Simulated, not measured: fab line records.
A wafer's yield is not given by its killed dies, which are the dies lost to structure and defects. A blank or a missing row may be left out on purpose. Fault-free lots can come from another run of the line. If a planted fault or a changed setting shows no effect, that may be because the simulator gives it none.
Lot-split experiment :: flow n5_finfet :: on a route of 1938 steps: 7 lots, 21 wafers read

THE SPLIT ITSELF
At N5_BEOL_M9_COAT_60 (time 60 s, resist thk 30 nm), the setting spin_rpm was moved away from the recipe's 1500 rpm on 9 of the 21 wafers read, by -10.9% to +4.6%. This setting was run at the recipe's value on the other wafers.

FROM THE SPLIT TO THE READING: what the file shows between them, 4 steps
- N5_BEOL_M9_COAT_05: resist thk 90 nm
- N5_BEOL_M9_EBR_07
- N5_BEOL_M9_DESCUM_16: chemistry O2, time 7.9 s
- N5_BEOL_M9_ETCH_61: etches SiARC in CF4, target depth 39 nm, time 65 s

THE READING
SiARC_of_BEOL_M9_COAT_60.thk_nm (the simulator's own value, which no gauge read), in nm, at N5_BEOL_M9_ETCH_62 (etches SOC in N2/H2, target depth 110 nm, overetch 22 nm, time 165 s). The file gives no usual value for it. Average 23.4 nm, standard deviation 0.7 nm, over the 12 wafers here run with the recipe.

wafer: L079.2
tool, chamber at the split: litho_track-04, 0
spin_rpm as run, rpm: 1336
against the recipe: -10.9%
SiARC_of_BEOL_M9_COAT_60.thk_nm, nm: 25
against lot-mates on the recipe: +2.8

wafer: L079.5
tool, chamber at the split: litho_track-04, 0
spin_rpm as run, rpm: 1336
against the recipe: -10.9%
SiARC_of_BEOL_M9_COAT_60.thk_nm, nm: 25.2
against lot-mates on the recipe: +3.0

wafer: L079.6
tool, chamber at the split: litho_track-04, 0
spin_rpm as run, rpm: 1500
against the recipe: recipe
SiARC_of_BEOL_M9_COAT_60.thk_nm, nm: 22.2
against lot-mates on the recipe: -

wafer: L080.1
tool, chamber at the split: litho_track-05, 0
spin_rpm as run, rpm: 1500
against the recipe: recipe
SiARC_of_BEOL_M9_COAT_60.thk_nm, nm: 24
against lot-mates on the recipe: -

wafer: L080.6
tool, chamber at the split: litho_track-05, 0
spin_rpm as run, rpm: 1500
against the recipe: recipe
SiARC_of_BEOL_M9_COAT_60.thk_nm, nm: 24
against lot-mates on the recipe: -

wafer: L080.5
tool, chamber at the split: litho_track-05, 0
spin_rpm as run, rpm: 1423
against the recipe: -5.1%
SiARC_of_BEOL_M9_COAT_60.thk_nm, nm: 24
against lot-mates on the recipe: +0.0

wafer: L083.1
tool, chamber at the split: litho_track-04, 0
spin_rpm as run, rpm: 1372
against the recipe: -8.5%
SiARC_of_BEOL_M9_COAT_60.thk_nm, nm: 24.8
against lot-mates on the recipe: +1.9

wafer: L083.2
tool, chamber at the split: litho_track-04, 0
spin_rpm as run, rpm: 1500
against the recipe: recipe
SiARC_of_BEOL_M9_COAT_60.thk_nm, nm: 23
against lot-mates on the recipe: -

wafer: L083.4
tool, chamber at the split: litho_track-04, 0
spin_rpm as run, rpm: 1500
against the recipe: recipe
SiARC_of_BEOL_M9_COAT_60.thk_nm, nm: 22.8
against lot-mates on the recipe: -

wafer: L088.2
tool, chamber at the split: litho_track-04, 0
spin_rpm as run, rpm: 1388
against the recipe: -7.5%
SiARC_of_BEOL_M9_COAT_60.thk_nm, nm: 24.8
against lot-mates on the recipe: +2.6

wafer: L088.3
tool, chamber at the split: litho_track-04, 0
spin_rpm as run, rpm: 1500
against the recipe: recipe
SiARC_of_BEOL_M9_COAT_60.thk_nm, nm: 22.2
against lot-mates on the recipe: -

wafer: L088.5
tool, chamber at the split: litho_track-04, 0
spin_rpm as run, rpm: 1388
against the recipe: -7.5%
SiARC_of_BEOL_M9_COAT_60.thk_nm, nm: 23.4
against lot-mates on the recipe: +1.2

wafer: L092.2
tool, chamber at the split: litho_track-02, 0
spin_rpm as run, rpm: 1500
against the recipe: recipe
SiARC_of_BEOL_M9_COAT_60.thk_nm, nm: 23.4
against lot-mates on the recipe: -

wafer: L092.5
tool, chamber at the split: litho_track-02, 0
spin_rpm as run, rpm: 1500
against the recipe: recipe
SiARC_of_BEOL_M9_COAT_60.thk_nm, nm: 23.6
against lot-mates on the recipe: -

wafer: L092.6
tool, chamber at the split: litho_track-02, 0
spin_rpm as run, rpm: 1500
against the recipe: recipe
SiARC_of_BEOL_M9_COAT_60.thk_nm, nm: 23.8
against lot-mates on the recipe: -

wafer: L095.1
tool, chamber at the split: litho_track-02, 0
spin_rpm as run, rpm: 1569
against the recipe: +4.6%
SiARC_of_BEOL_M9_COAT_60.thk_nm, nm: 23.8
against lot-mates on the recipe: -0.4

wafer: L095.3
tool, chamber at the split: litho_track-02, 0
spin_rpm as run, rpm: 1500
against the recipe: recipe
SiARC_of_BEOL_M9_COAT_60.thk_nm, nm: 24.6
against lot-mates on the recipe: -

wafer: L095.6
tool, chamber at the split: litho_track-02, 0
spin_rpm as run, rpm: 1500
against the recipe: recipe
SiARC_of_BEOL_M9_COAT_60.thk_nm, nm: 23.8
against lot-mates on the recipe: -

wafer: L097.2
tool, chamber at the split: litho_track-04, 0
spin_rpm as run, rpm: 1500
against the recipe: recipe
SiARC_of_BEOL_M9_COAT_60.thk_nm, nm: 23.2
against lot-mates on the recipe: -

wafer: L097.3
tool, chamber at the split: litho_track-04, 0
spin_rpm as run, rpm: 1557
against the recipe: +3.8%
SiARC_of_BEOL_M9_COAT_60.thk_nm, nm: 22.8
against lot-mates on the recipe: -0.4

wafer: L097.6
tool, chamber at the split: litho_track-04, 0
spin_rpm as run, rpm: 1557
against the recipe: +3.8%
SiARC_of_BEOL_M9_COAT_60.thk_nm, nm: 22.8
against lot-mates on the recipe: -0.4

FIT RESULTS
A straight line over all 21 wafers: SiARC_of_BEOL_M9_COAT_60.thk_nm changes by -0.127 nm for each +1% of spin_rpm; r = -0.68; the points scatter about the line by 0.66 nm.
The same after taking each lot's own level away (the mean of its wafers on the recipe; 21 wafers): -0.219 nm for each +1%; r = -0.92; scatter 0.45 nm.
That fit puts the effect of the largest move of spin_rpm on the reading at 2.4 nm.
Across the lots, their own levels run from 22.20 to 24.20 nm, a range of 2.8 times the standard deviation given above.
So the lot-to-lot level blurs the effect unless lot-mates are compared.
Check: for one of the wafers moved furthest among these (-10.9%), held out of the fit, the line's prediction against its lot-mates is +2.38 nm. Against them it came out at +2.8 nm.

FURTHER SPLITS ON THESE WAFERS
These wafers also went through other splits before the reading. Each is held against what the fit with the lots' levels taken away leaves over:
other split on the same wafers: N5_BEOL_M7_ILD_DEP_00 time_s
wafers away from the commonest value: 4
r with SiARC_of_BEOL_M9_COAT_60.thk_nm (lot level and that fit taken away): -0.34

other split on the same wafers: N5_BEOL_M7_ETCH_41 bias_w
wafers away from the commonest value: 8
r with SiARC_of_BEOL_M9_COAT_60.thk_nm (lot level and that fit taken away): -0.50

THE WHOLE CHAIN: every reading that the file lists as answering this split, in the file's order
step: N5_BEOL_M9_COAT_60
what it does: time 60 s, resist thk 30 nm
reading: SiARC_of_BEOL_M9_COAT_60.thk_nm (the simulator's own value, which no gauge read)
change (the file's fit): -0.155 nm for each +1% of the setting
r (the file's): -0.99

step: N5_BEOL_M9_ETCH_61
what it does: etches SiARC in CF4, target depth 39 nm, time 65 s
reading: etch.depth_nm (the simulator's own value, which no gauge read)
change (the file's fit): -0.158 nm for each +1% of the setting
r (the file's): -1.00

step: N5_BEOL_M9_ETCH_61
what it does: etches SiARC in CF4, target depth 39 nm, time 65 s
reading: CAR-ArF_of_BEOL_M9_COAT_05.thk_nm (the simulator's own value, which no gauge read)
change (the file's fit): +0.145 nm for each +1% of the setting
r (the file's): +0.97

step: N5_BEOL_M9_ETCH_62
what it does: etches SOC in N2/H2, target depth 110 nm, overetch 22 nm, time 165 s
reading: SiARC_of_BEOL_M9_COAT_60.thk_nm (the simulator's own value, which no gauge read)
change (the file's fit): -0.211 nm for each +1% of the setting
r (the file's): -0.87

FILE'S OWN FIT
SiARC_of_BEOL_M9_COAT_60.thk_nm changes by -0.211 nm for each +1% of spin_rpm, r = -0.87.
